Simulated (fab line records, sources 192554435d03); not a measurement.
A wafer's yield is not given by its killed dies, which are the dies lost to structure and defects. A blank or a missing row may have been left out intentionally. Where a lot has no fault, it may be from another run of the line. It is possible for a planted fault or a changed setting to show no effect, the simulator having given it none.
fab line records    flow n5-finfet
record: lots: 7  wafers: 21
route steps=1938 shown HKMG_FIN@386 MOL_CONTACT_COAG@564 BEOL_M0_SAQP@643 BEOL_M0_CUTY@702
start-h: start of the lot's first displayed wafer, in hours after the record's first day    wait-h: hours since the lot's step before    " the same as in the row above    L1.1+2: a single row standing in for several wafers    - no value present, or no start provided    * or withheld: withheld    < > ~ a bound
route shown NAME@n: names a module that has steps shown in the file, with the first one's number in the route    usual: mean/standard deviation taken from wafers without a fault    same: alike in all rows    chamber/n: place in a boat    sites: readings site by site    _std_site: standard deviation across them    _edge_site: the outer-site mean with the inner-site mean subtracted    radius-mm: how far each site lies from the wafer's centre    mask NAME#n: copy n    behind: tool/chamber where the wafer was last shaped    hold: the reason the lot was held/the length of the hold in hours/how it ended    device: names the non-switching transistor (n, p or np)    end of line: the tests these same wafers got at the end of their route    a step with no rows: only its recipe    killed: count of dies lost to structure and defects at first sort (not the wafer's yield)    map: shows each die of a wafer: x if killed, . if not, _ if none is there
set.NAME: setting as actually run; set.NAME@STEP: the setting as run at that earlier step    model.NAME: the simulator's own value behind a step, which no gauge read
lots whose settings were changed on purpose; a table a step, a row a wafer
== steps ==
step: N5_HKMG_FIN_HK_ALD_01
recipe: material: HfO2  target-thk-a: 16  temp-c: withheld  ald-precursor-family: HfCl4  ald-co-reactant: H2O  pulse-time-s: 3  purge-time-s: 3  co-reactant-purge-time-s: 2.5  co-reactant-pulse-time-s: 0.3  ald-cycles: 30
lot.wafer   tool       chamber  start-h  wait-h  set.ald-cycles
L076.1+6    ald-hk-02  3,0      84.29    0.0     30
L076.3      "          0        "        "       34
L077.3+4    ald-hk-02  0,3      88.58    0.0     31
L077.6      "          0        "        "       30
L078.2+4+5  ald-hk-01  0,2,1    96.19    0.0     30
L081.3      ald-hk-01  3        111.45   0.1     27
L081.4+6    "          2        "        "       30
L091.2+3    ald-hk-03  0,1      171.13   0.1     28
L091.6      "          1        "        "       30
L093.2+5    ald-hk-02  1,2      184.14   0.0     32
L093.4      "          3        "        "       30
L095.3+4+5  ald-hk-01  1,0,1    195.04   0.1     30
step: N5_HKMG_FIN_HK_ANNEAL_02
recipe: temp-c: 700  time-s: 30  ambient: N2  idle-temp-c: 600  ramp-up-c-per-s: 150  ramp-down-c-per-s: 60  cool-to-c: 600
step: N5_HKMG_FIN_ALD_74
recipe: material: La2O3  target-thk-a: 5  temp-c: 250  ald-precursor-family: La-Cp  ald-co-reactant: O3  pulse-time-s: 6  co-reactant-pulse-time-s: 1  purge-time-s: 3  co-reactant-purge-time-s: 3
step: N5_HKMG_FIN_WET_ETCH_82
recipe: chemistry: dHCl  mix: 1:10000  temp-c: 25  target: La2O3  stop-on: HfO2  target-depth-nm: 2  dry: ipa-marangoni  rinse-time-s: 30  rinse-temp-c: 23
step: N5_HKMG_FIN_ALD_36
recipe: material: TiN  target-thk-a: 10  temp-c: 400  ald-precursor-family: TiCl4  ald-co-reactant: NH3  pulse-time-s: 1  purge-time-s: 3  co-reactant-purge-time-s: 2  co-reactant-pulse-time-s: 2  ald-cycles: 47  pressure-torr: 3
step: N5_HKMG_FIN_THK_MEAS_70
recipe: thk-meas-gauge: xrf  reads: HfO2_of_HKMG_FIN_HK_ALD_01
usual: HK_THK: 1.589/0.019
lot.wafer  tool           chamber  start-h  wait-h  set.ald-cycles@HKMG_FIN_HK_ALD_01  HK_THK[nm]
L076.1     film-metro-01  -        87.92    0.2     30                                 1.597
L076.3     "              -        "        "       34                                 1.797
L076.6     "              -        "        "       30                                 1.589
L077.3     film-metro-02  -        92.11    0.2     31                                 1.650
L077.4     "              -        "        "       31                                 1.663
L077.6     "              -        "        "       30                                 1.624
L078.2     film-metro-01  -        99.74    0.2     30                                 1.566
L078.4     "              -        "        "       30                                 1.569
L078.5     "              -        "        "       30                                 1.594
L081.3     film-metro-02  -        115.13   0.2     27                                 1.451
L081.4     "              -        "        "       30                                 1.605
L081.6     "              -        "        "       30                                 1.589
L091.2     film-metro-01  -        175.12   0.3     28                                 1.481
L091.3     "              -        "        "       28                                 1.481
L091.6     "              -        "        "       30                                 1.589
L093.2     film-metro-01  -        187.73   0.2     32                                 1.664
L093.4     "              -        "        "       30                                 1.575
L093.5     "              -        "        "       32                                 1.678
L095.3     film-metro-02  -        198.71   0.2     30                                 1.573
L095.4     "              -        "        "       30                                 1.590
L095.5     "              -        "        "       30                                 1.608
step: N5_MOL_CONTACT_COAG_COAT_75
recipe: resist: SOC  temp-c: 250  time-s: 60  spin-rpm: 1500  resist-thk-nm: 60
lot.wafer  tool            chamber  start-h  wait-h  set.spin-rpm  model.SOC_of_MOL_CONTACT_COAG_COAT_75.thk-nm
L076.1+3   litho-track-05  0        111.15   0.0     1500          59.8
L076.6     "               0        "        "       1569          58.4
L077.3     litho-track-03  0        115.09   0.0     1448          61
L077.4     "               0        "        "       1500          60
L077.6     "               0        "        "       1500          59.8
L078.2+4   litho-track-01  0        124.82   0.0     1500          59.8
L078.5     "               0        "        "       1500          60
L081.3     litho-track-01  0        137.01   0.0     1406          62
L081.4     "               0        "        "       1500          59.8
L081.6     "               0        "        "       1500          60
L091.2     litho-track-05  0        197.65   0.0     1667          57
L091.3     "               0        "        "       1500          60
L091.6     "               0        "        "       1500          59.8
L093.2+4   litho-track-01  0        209.12   0.0     1500          60
L093.5     "               0        "        "       1559          59
L095.3+4   litho-track-01  0        222.93   1.6     1500          60
L095.5     "               0        "        "       1594          58.4
step: N5_MOL_CONTACT_COAG_COAT_76
recipe: resist: SiARC  temp-c: 220  time-s: 60  spin-rpm: 1500  resist-thk-nm: 10
step: N5_MOL_CONTACT_COAG_COAT_77
recipe: resist: underlayer  temp-c: 205  time-s: 60  spin-rpm: 1500  resist-thk-nm: 10
step: N5_MOL_CONTACT_COAG_ALD_131
recipe: material: SiO2  target-thk-a: 50  temp-c: 100  ald-precursor-family: BDEAS  ald-co-reactant: O2-plasma  pulse-time-s: 1  co-reactant-pulse-time-s: 1  purge-time-s: 2  co-reactant-purge-time-s: 2  ald-cycles: 35  pressure-torr: 2
step: N5_MOL_CONTACT_COAG_ETCHBACK_132
recipe: chemistry: CHF3  target: SiO2  target-depth-a: 100  time-s: 6.7  ion-energy-ev: 200  pressure-mtorr: 30  source-w: 610  bias-w: 170  Ar_flow_sccm: 200  CHF3_flow_sccm: 50
step: N5_MOL_CONTACT_COAG_ETCH_91
recipe: chemistry: N2/H2  target: SOC  target-depth-a: 600  overetch-a: 210  mask-material: SiARC  temp-c: 40  time-s: 101.2  ion-energy-ev: 200  pressure-mtorr: 30  source-w: 840  bias-w: 150  n2-flow-sccm: 200  h2-flow-sccm: 200
lot.wafer  tool         chamber  start-h  wait-h  set.spin-rpm@MOL_CONTACT_COAG_COAT_75  model.etch.depth-nm
L076.1     rie-diel-03  0        112.03   0.0     1500                                   59.82
L076.3     "            1        "        "       1500                                   59.71
L076.6     "            0        "        "       1569                                   58.45
L077.3     rie-diel-01  1        115.85   0.0     1448                                   61
L077.4     "            1        "        "       1500                                   60.03
L077.6     "            3        "        "       1500                                   59.78
L078.2     rie-diel-03  0        125.69   0.0     1500                                   59.8
L078.4     "            2        "        "       1500                                   59.89
L078.5     "            3        "        "       1500                                   59.92
L081.3     rie-diel-03  3        138.44   0.0     1406                                   61.91
L081.4     "            3        "        "       1500                                   59.89
L081.6     "            2        "        "       1500                                   60.02
L091.2     rie-diel-01  1        198.53   0.0     1667                                   57.08
L091.3     "            3        "        "       1500                                   60.04
L091.6     "            3        "        "       1500                                   59.9
L093.2     rie-diel-01  1        210.40   0.0     1500                                   59.92
L093.4     "            0        "        "       1500                                   60.1
L093.5     "            1        "        "       1559                                   59.01
L095.3     rie-diel-01  3        224.38   0.0     1500                                   60.1
L095.4     "            2        "        "       1500                                   59.95
L095.5     "            1        "        "       1594                                   58.34
step: N5_MOL_CONTACT_COAG_STRIP_92
recipe: chemistry: N2/H2  temp-c: 40  n2-flow-sccm: 200  h2-flow-sccm: 200  rf-frequency-hz: 6e+07
step: N5_MOL_CONTACT_COAG_STRIP_93
recipe: chemistry: N2/H2  temp-c: 40  n2-flow-sccm: 200  h2-flow-sccm: 200  rf-frequency-hz: 6e+07
step: N5_MOL_CONTACT_COAG_ETCHBACK_135
recipe: chemistry: CHF3  target: SiO2  target-depth-a: 250  time-s: 16.7  ion-energy-ev: 200  pressure-mtorr: 30  source-w: 610  bias-w: 170  Ar_flow_sccm: 200  CHF3_flow_sccm: 50
lot.wafer   tool         chamber  start-h  wait-h  set.spin-rpm@MOL_CONTACT_COAG_COAT_75  model.SOC_of_MOL_CONTACT_COAG_COAT_75.thk-nm
L076.1      rie-diel-03  0        112.12   0.0     1500                                   57.2
L076.3      "            1        "        "       1500                                   57
L076.6      "            0        "        "       1569                                   55.8
L077.3      rie-diel-01  1        115.94   0.0     1448                                   58.2
L077.4      "            1        "        "       1500                                   57.2
L077.6      "            3        "        "       1500                                   57
L078.2+4+5  rie-diel-03  0,2,3    125.78   0.0     1500                                   57.2
L081.3      rie-diel-03  3        138.53   0.0     1406                                   59.2
L081.4      "            3        "        "       1500                                   57.2
L081.6      "            2        "        "       1500                                   57.4
L091.2      rie-diel-01  1        198.62   0.0     1667                                   54.4
L091.3+6    "            3        "        "       1500                                   57.2
L093.2      rie-diel-01  1        210.49   0.0     1500                                   57.2
L093.4      "            0        "        "       1500                                   57.4
L093.5      "            1        "        "       1559                                   56.2
L095.3      rie-diel-01  3        224.47   0.0     1500                                   57.4
L095.4      "            2        "        "       1500                                   57.2
L095.5      "            1        "        "       1594                                   55.6
step: N5_MOL_CONTACT_COAG_STRIP_118
recipe: chemistry: CHF3  resist: SiARC  rf-frequency-hz: 6e+07
step: N5_MOL_CONTACT_COAG_VIA_ETCH_46
recipe: chemistry: C4F6/O2  target-depth-a: 460  overetch-a: 92  mask-material: SOC  target: SiO2  bias-w: 455  pressure-mtorr: 10  time-s: 40  source-w: 325  Ar_flow_sccm: 300  C4F6_flow_sccm: 10  O2_flow_sccm: 10  ion-energy-ev: 575.3  ends: end-point
lot.wafer  tool         chamber  start-h  wait-h  set.spin-rpm@MOL_CONTACT_COAG_COAT_75  model.SOC_of_MOL_CONTACT_COAG_COAT_75.thk-nm
L076.1     rie-diel-03  0        112.15   0.0     1500                                   50.8
L076.3     "            1        "        "       1500                                   50.2
L076.6     "            0        "        "       1569                                   49.4
L077.3     rie-diel-01  1        115.97   0.0     1448                                   51.2
L077.4     "            1        "        "       1500                                   50.2
L077.6     "            3        "        "       1500                                   50
L078.2     rie-diel-03  0        125.82   0.0     1500                                   50.8
L078.4     "            2        "        "       1500                                   50.6
L078.5     "            3        "        "       1500                                   50.4
L081.3     rie-diel-03  3        138.56   0.0     1406                                   52.4
L081.4     "            3        "        "       1500                                   50.4
L081.6     "            2        "        "       1500                                   50.8
L091.2     rie-diel-01  1        198.65   0.0     1667                                   47.6
L091.3+6   "            3        "        "       1500                                   50.2
L093.2     rie-diel-01  1        210.53   0.0     1500                                   50.4
L093.4     "            0        "        "       1500                                   51
L093.5     "            1        "        "       1559                                   49.4
L095.3     rie-diel-01  3        224.51   0.0     1500                                   50.4
L095.4     "            2        "        "       1500                                   50.6
L095.5     "            1        "        "       1594                                   48.8
step: N5_MOL_CONTACT_COAG_DESCUM_45
recipe: chemistry: O2  time-s: 7  source-power-w: 50  bias-power-w: 20  pressure-mtorr: 20  rf-frequency-hz: 2.712e+07  temp-c: 40  resist: CAR-EUV  o2-flow-sccm: 225
lot.wafer   tool         chamber  start-h  wait-h  set.time-s
L076.1+3+6  rie-diel-01  1,3,3    113.21   0.2     7
L077.3+6    rie-diel-03  3,0      116.75   0.0     7
L077.4      "            1        "        "       6.06
L078.2+4+5  rie-diel-05  2,3,2    126.60   0.0     7
L081.3+4+6  rie-diel-03  1,2,3    140.08   0.7     7
L091.2+3    rie-diel-03  3,1      199.56   0.0     8.454
L091.6      "            1        "        "       7
L093.2+4+5  rie-diel-01  1,3,0    211.31   0.0     6.583
L095.3+4+5  rie-diel-05  0,1,0    225.35   0.1     6.563
step: N5_MOL_CONTACT_COAG_ETCH_65
recipe: chemistry: N2/H2  target: underlayer  target-depth-a: 130  mask-material: CAR-EUV  time-s: 10.4  ion-energy-ev: 200  pressure-mtorr: 30  source-w: 840  bias-w: 150  n2-flow-sccm: 200  h2-flow-sccm: 200  ends: cleared
step: N5_MOL_CONTACT_COAG_ETCH_66
recipe: chemistry: CF4  target: SiARC  target-depth-a: 130  mask-material: CAR-EUV  time-s: 21.7  ion-energy-ev: 80  pressure-mtorr: 40  source-w: 545  bias-w: 36  Ar_flow_sccm: 100  cf4-flow-sccm: 100  ends: cleared
lot.wafer   tool         chamber  start-h  wait-h  set.time-s@MOL_CONTACT_COAG_DESCUM_45  model.CAR-EUV_of_MOL_CONTACT_COAG_COAT_34.thk-nm
L076.1      rie-diel-01  1        113.26   0.0     7                                      16.6
L076.3+6    "            3        "        "       7                                      16.8
L077.3      rie-diel-03  3        116.81   0.0     7                                      16.8
L077.4      "            1        "        "       6.06                                   17.4
L077.6      "            0        "        "       7                                      17.2
L078.2      rie-diel-05  2        126.66   0.0     7                                      17
L078.4+5    "            3,2      "        "       7                                      16.8
L081.3+4+6  rie-diel-03  1,2,3    140.13   0.0     7                                      16.8
L091.2      rie-diel-03  3        199.61   0.0     8.454                                  16.2
L091.3      "            1        "        "       8.454                                  16
L091.6      "            1        "        "       7                                      16.8
L093.2+4+5  rie-diel-01  1,3,0    211.36   0.0     6.583                                  17.2
L095.3+4+5  rie-diel-05  0,1,0    225.41   0.0     6.563                                  17
step: N5_MOL_CONTACT_COAG_ALD_133
recipe: material: SiO2  target-thk-a: 50  temp-c: 100  ald-precursor-family: BDEAS  ald-co-reactant: O2-plasma  pulse-time-s: 1  co-reactant-pulse-time-s: 1  purge-time-s: 2  co-reactant-purge-time-s: 2  ald-cycles: 35  pressure-torr: 2
lot.wafer   tool        chamber  start-h  wait-h  set.ald-cycles  model.SiO2_of_MOL_CONTACT_COAG_ALD_133.thk-nm
L076.1      ald-sin-03  2        113.34   0.1     35              5
L076.3      "           0        "        "       33              4.8
L076.6      "           0        "        "       33              4.6
L077.3+4    ald-sin-01  0,1      116.89   0.1     35              5
L077.6      "           2        "        "       38              5.4
L078.2+4+5  ald-sin-03  3,1,1    126.74   0.1     35              5
L081.3      ald-sin-01  1        140.21   0.1     30              4.2
L081.4      "           3        "        "       30              4.4
L081.6      "           0        "        "       35              5
L091.2+6    ald-sin-03  3,0      199.69   0.1     35              5
L091.3      "           2        "        "       37              5.2
L093.2+4    ald-sin-04  0,1      211.44   0.1     35              5
L093.5      "           3        "        "       36              5.2
L095.3+5    ald-sin-04  1,2      225.70   0.3     35              5
L095.4      "           0        "        "       40              5.8
step: N5_BEOL_M0_SAQP_COAT_08
recipe: resist: CAR-ArF  spin-rpm: 1500  resist-thk-nm: 90
lot.wafer   tool            chamber  start-h  wait-h  set.spin-rpm  model.CAR-ArF_of_BEOL_M0_SAQP_COAT_08.thk-nm
L076.1      litho-track-04  0        -        -       1500          90
L076.3+6    "               0        "        "       1500          90.2
L077.3+4+6  litho-track-03  0        -        -       1500          90
L078.2+4    litho-track-04  0        -        -       1500          90
L078.5      "               0        "        "       1500          90.4
L081.3+4    litho-track-03  0        -        -       1500          90.4
L081.6      "               0        "        "       1549          88.8
L091.2      litho-track-02  0        -        -       1500          90.4
L091.3      "               0        "        "       1457          91.8
L091.6      "               0        "        "       1457          91.6
L093.2+4    litho-track-02  0        -        -       1500          90.2
L093.5      "               0        "        "       1450          91.8
L095.3      litho-track-04  0        -        -       1500          90
L095.4      "               0        "        "       1500          90.8
L095.5      "               0        "        "       1500          90.2
step: N5_BEOL_M0_SAQP_EXPOSE_11
recipe: mask-id: M0_CORE  na: 1.35  source-shape: dipole  sigma-inner: 0.538  sigma-outer: 0.738  polarization: te  target-cd-nm: 42  dose-mj: 55
lot.wafer   tool             chamber  start-h  wait-h  mask       set.dose-mj
L076.1+3    arfi-scanner-01  0        119.13   -       M0_CORE#0  57.22
L076.6      "                0        "        "       M0_CORE#0  55
L077.3+4+6  arfi-scanner-03  0        123.52   -       M0_CORE#0  55
L078.2+4+5  arfi-scanner-03  0        132.90   -       M0_CORE#0  55
L081.3+4+6  arfi-scanner-03  0        147.85   -       M0_CORE#0  55
L091.2+3+6  arfi-scanner-02  0        206.08   -       M0_CORE#0  58.69
L093.2+5    arfi-scanner-03  0        218.21   -       M0_CORE#0  57.57
L093.4      "                0        "        "       M0_CORE#0  55
L095.3+4+5  arfi-scanner-03  0        236.19   -       M0_CORE#0  55
step: N5_BEOL_M0_SAQP_PEB_12
recipe: peb-temp-c: withheld  peb-time-s: 60  resist: CAR-ArF
step: N5_BEOL_M0_SAQP_DEVELOP_13
recipe: develop-time-s: 30  developer: TMAH  resist: CAR-ArF  dev-temp-c: 23  rinse-liquid: diw  dry: air-spin
lot.wafer  tool            chamber  start-h  wait-h  set.spin-rpm@BEOL_M0_SAQP_COAT_08  model.CAR-ArF_of_BEOL_M0_SAQP_COAT_08.thk-nm
L076.1     litho-track-04  0        -        -       1500                               88.2
L076.3     "               0        "        "       1500                               88.6
L076.6     "               0        "        "       1500                               88.4
L077.3+4   litho-track-03  0        -        -       1500                               88.2
L077.6     "               0        "        "       1500                               88.4
L078.2     litho-track-03  0        -        -       1500                               88.2
L078.4     "               0        "        "       1500                               88.4
L078.5     "               0        "        "       1500                               88.6
L081.3     litho-track-03  0        -        -       1500                               88.8
L081.4     "               0        "        "       1500                               88.6
L081.6     "               0        "        "       1549                               87
L091.2     litho-track-04  0        -        -       1500                               88.6
L091.3+6   "               0        "        "       1457                               90
L093.2+4   litho-track-02  0        -        -       1500                               88.6
L093.5     "               0        "        "       1450                               90
L095.3+5   litho-track-03  0        -        -       1500                               88.4
L095.4     "               0        "        "       1500                               89.2
step: N5_BEOL_M0_SAQP_DESCUM_19
recipe: chemistry: O2  time-s: 7.9  source-power-w: 50  bias-power-w: 20  pressure-mtorr: 20  rf-frequency-hz: 2.712e+07  temp-c: 40  resist: CAR-ArF  o2-flow-sccm: 225
lot.wafer  tool         chamber  start-h  wait-h  set.spin-rpm@BEOL_M0_SAQP_COAT_08  model.CAR-ArF_of_BEOL_M0_SAQP_COAT_08.thk-nm
L076.1     rie-diel-02  2        119.35   0.0     1500                               83.4
L076.3+6   "            1,2      "        "       1500                               83.6
L077.3     rie-diel-04  1        123.73   0.0     1500                               83.2
L077.4+6   "            3        "        "       1500                               83.4
L078.2     rie-diel-04  2        133.11   0.0     1500                               83.4
L078.4     "            3        "        "       1500                               83.6
L078.5     "            1        "        "       1500                               83.8
L081.3     rie-diel-02  0        148.38   0.4     1500                               84
L081.4     "            2        "        "       1500                               83.8
L081.6     "            1        "        "       1549                               82.2
L091.2     rie-diel-04  2        206.29   0.0     1500                               83.8
L091.3     "            1        "        "       1457                               85.2
L091.6     "            1        "        "       1457                               85
L093.2+4   rie-diel-02  1,0      218.42   0.0     1500                               83.6
L093.5     "            3        "        "       1450                               85.2
L095.3     rie-diel-04  2        236.57   0.2     1500                               83.6
L095.4     "            3        "        "       1500                               84.2
L095.5     "            2        "        "       1500                               83.8
step: N5_BEOL_M0_SAQP_CUT_ETCH_46
recipe: chemistry: N2/H2  target: SOC  target-depth-a: 1350  overetch-a: 270  temp-c: 40  time-s: 202.5  ion-energy-ev: 200  mask-material: SiARC  pressure-mtorr: 30  source-w: 840  bias-w: 150  n2-flow-sccm: 200  h2-flow-sccm: 200
lot.wafer  tool         chamber  start-h  wait-h  set.time-s  model.SiARC_of_BEOL_M0_SAQP_COAT_72.thk-nm
L076.1     rie-diel-02  1        123.32   0.0     202.5       4.6
L076.3     "            2        "        "       246.7       3.6
L076.6     "            0        "        "       246.7       2.8
L077.3     rie-diel-04  3        128.11   0.0     243.8       3.2
L077.4     "            2        "        "       202.5       5.6
L077.6     "            1        "        "       202.5       4.6
L078.2     rie-diel-06  1        137.23   0.0     202.5       5.4
L078.4+5   "            1,3      "        "       202.5       5.2
L081.3     rie-diel-06  2        153.68   0.0     202.5       5.2
L081.4+6   "            0        "        "       202.5       4.8
L091.2     rie-diel-06  1        211.39   0.0     202.5       5.4
L091.3     "            2        "        "       202.5       5
L091.6     "            3        "        "       161.7       7.2
L093.2     rie-diel-02  3        223.67   0.0     202.5       4.6
L093.4     "            0        "        "       202.5       5
L093.5     "            0        "        "       202.5       4.8
L095.3     rie-diel-06  1        240.59   0.0     230.9       4
L095.4     "            3        "        "       202.5       5.4
L095.5     "            3        "        "       202.5       5.2
step: N5_BEOL_M0_CUTY_COAT_51
recipe: resist: CAR-ArF-block  spin-rpm: 1500  resist-thk-nm: 150
lot.wafer  tool            chamber  start-h  wait-h  set.spin-rpm  model.CAR-ArF-block_of_BEOL_M0_CUTY_COAT_51.thk-nm
L076.1+3   litho-track-05  0        -        -       1662          142.8
L076.6     "               0        "        "       1500          149.6
L077.3     litho-track-01  0        -        -       1394          155.6
L077.4+6   "               0        "        "       1500          150.6
L078.2+4   litho-track-01  0        -        -       1500          149.4
L078.5     "               0        "        "       1500          149.6
L081.3     litho-track-05  0        -        -       1500          150
L081.4     "               0        "        "       1452          152.2
L081.6     "               0        "        "       1452          152.4
L091.2     litho-track-04  0        -        -       1500          150.6
L091.3     "               0        "        "       1342          158.8
L091.6     "               0        "        "       1342          159.2
L093.2     litho-track-05  0        -        -       1500          150.6
L093.4     "               0        "        "       1500          151.2
L093.5     "               0        "        "       1628          144.6
L095.3     litho-track-01  0        -        -       1500          150.2
L095.4     "               0        "        "       1500          150.4
L095.5     "               0        "        "       1425          154.6
step: N5_BEOL_M0_CUTY_EBR_52
recipe: solvent: PGMEA  ebr-width-mm: 1.5
step: N5_BEOL_M0_CUTY_SOFTBAKE_53
recipe: temp-c: 110  time-s: 60  resist: CAR-ArF-block
step: N5_BEOL_M0_CUTY_EXPOSE_54
recipe: mask-id: M0_ABLK  na: 1.35  source-shape: conventional  sigma-outer: 0.8  polarization: unpolarized  dose-mj: 36
step: N5_BEOL_M0_CUTY_PEB_55
recipe: peb-temp-c: 110  peb-time-s: 60  resist: CAR-ArF-block
step: N5_BEOL_M0_CUTY_DEVELOP_56
recipe: develop-time-s: 30  developer: TMAH  resist: CAR-ArF-block  rinse-liquid: diw  dry: air-spin  dev-temp-c: 23
lot.wafer  tool            chamber  start-h  wait-h  set.spin-rpm@BEOL_M0_CUTY_COAT_51  model.CAR-ArF-block_of_BEOL_M0_CUTY_COAT_51.thk-nm
L076.1+3   litho-track-05  0        -        -       1662                               141
L076.6     "               0        "        "       1500                               148
L077.3     litho-track-04  0        -        -       1394                               154
L077.4+6   "               0        "        "       1500                               149
L078.2     litho-track-04  0        -        -       1500                               147.8
L078.4     "               0        "        "       1500                               147.6
L078.5     "               0        "        "       1500                               148
L081.3     litho-track-01  0        -        -       1500                               148.4
L081.4     "               0        "        "       1452                               150.4
L081.6     "               0        "        "       1452                               150.6
L091.2     litho-track-04  0        -        -       1500                               149
L091.3     "               0        "        "       1342                               157
L091.6     "               0        "        "       1342                               157.6
L093.2     litho-track-01  0        -        -       1500                               149
L093.4     "               0        "        "       1500                               149.4
L093.5     "               0        "        "       1628                               143
L095.3     litho-track-05  0        -        -       1500                               148.6
L095.4     "               0        "        "       1500                               148.8
L095.5     "               0        "        "       1425                               153
== key ==
split: step: N5_HKMG_FIN_HK_ALD_01  setting: ald-cycles  stated: 30  by: wafer
response: step: N5_HKMG_FIN_THK_MEAS_70  reading: HK_THK  change: +0.015  per: 1%  r: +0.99
split: step: N5_MOL_CONTACT_COAG_COAT_75  setting: spin-rpm  stated: 1500  by: wafer
response: step: N5_MOL_CONTACT_COAG_COAT_75  reading: model.SOC_of_MOL_CONTACT_COAG_COAT_75.thk-nm  change: -0.277  per: 1%  r: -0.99
response: step: N5_MOL_CONTACT_COAG_ETCH_91  reading: model.etch.depth-nm  change: -0.274  per: 1%  r: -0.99
response: step: N5_MOL_CONTACT_COAG_ETCHBACK_135  reading: model.SOC_of_MOL_CONTACT_COAG_COAT_75.thk-nm  change: -0.27  per: 1%  r: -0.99
response: step: N5_MOL_CONTACT_COAG_VIA_ETCH_46  reading: model.SOC_of_MOL_CONTACT_COAG_COAT_75.thk-nm  change: -0.258  per: 1%  r: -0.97
split: step: N5_MOL_CONTACT_COAG_DESCUM_45  setting: time-s  stated: 7  by: wafer
response: step: N5_MOL_CONTACT_COAG_ETCH_66  reading: model.CAR-EUV_of_MOL_CONTACT_COAG_COAT_34.thk-nm  change: -0.0325  per: 1%  r: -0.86
split: step: N5_MOL_CONTACT_COAG_ALD_133  setting: ald-cycles  stated: 35  by: wafer
response: step: N5_MOL_CONTACT_COAG_ALD_133  reading: model.SiO2_of_MOL_CONTACT_COAG_ALD_133.thk-nm  change: +0.051  per: 1%  r: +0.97
split: step: N5_BEOL_M0_SAQP_COAT_08  setting: spin-rpm  stated: 1500  by: wafer
response: step: N5_BEOL_M0_SAQP_COAT_08  reading: model.CAR-ArF_of_BEOL_M0_SAQP_COAT_08.thk-nm  change: -0.476  per: 1%  r: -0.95
response: step: N5_BEOL_M0_SAQP_DEVELOP_13  reading: model.CAR-ArF_of_BEOL_M0_SAQP_COAT_08.thk-nm  change: -0.474  per: 1%  r: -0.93
response: step: N5_BEOL_M0_SAQP_DESCUM_19  reading: model.CAR-ArF_of_BEOL_M0_SAQP_COAT_08.thk-nm  change: -0.487  per: 1%  r: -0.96
split: step: N5_BEOL_M0_SAQP_EXPOSE_11  setting: dose-mj  stated: 55  by: wafer
response none clear
split: step: N5_BEOL_M0_SAQP_CUT_ETCH_46  setting: time-s  stated: 202.5  by: wafer
response: step: N5_BEOL_M0_SAQP_CUT_ETCH_46  reading: model.SiARC_of_BEOL_M0_SAQP_COAT_72.thk-nm  change: -0.0855  per: 1%  r: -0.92
split: step: N5_BEOL_M0_CUTY_COAT_51  setting: spin-rpm  stated: 1500  by: wafer
response: step: N5_BEOL_M0_CUTY_COAT_51  reading: model.CAR-ArF-block_of_BEOL_M0_CUTY_COAT_51.thk-nm  change: -0.726  per: 1%  r: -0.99
response: step: N5_BEOL_M0_CUTY_DEVELOP_56  reading: model.CAR-ArF-block_of_BEOL_M0_CUTY_COAT_51.thk-nm  change: -0.725  per: 1%  r: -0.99
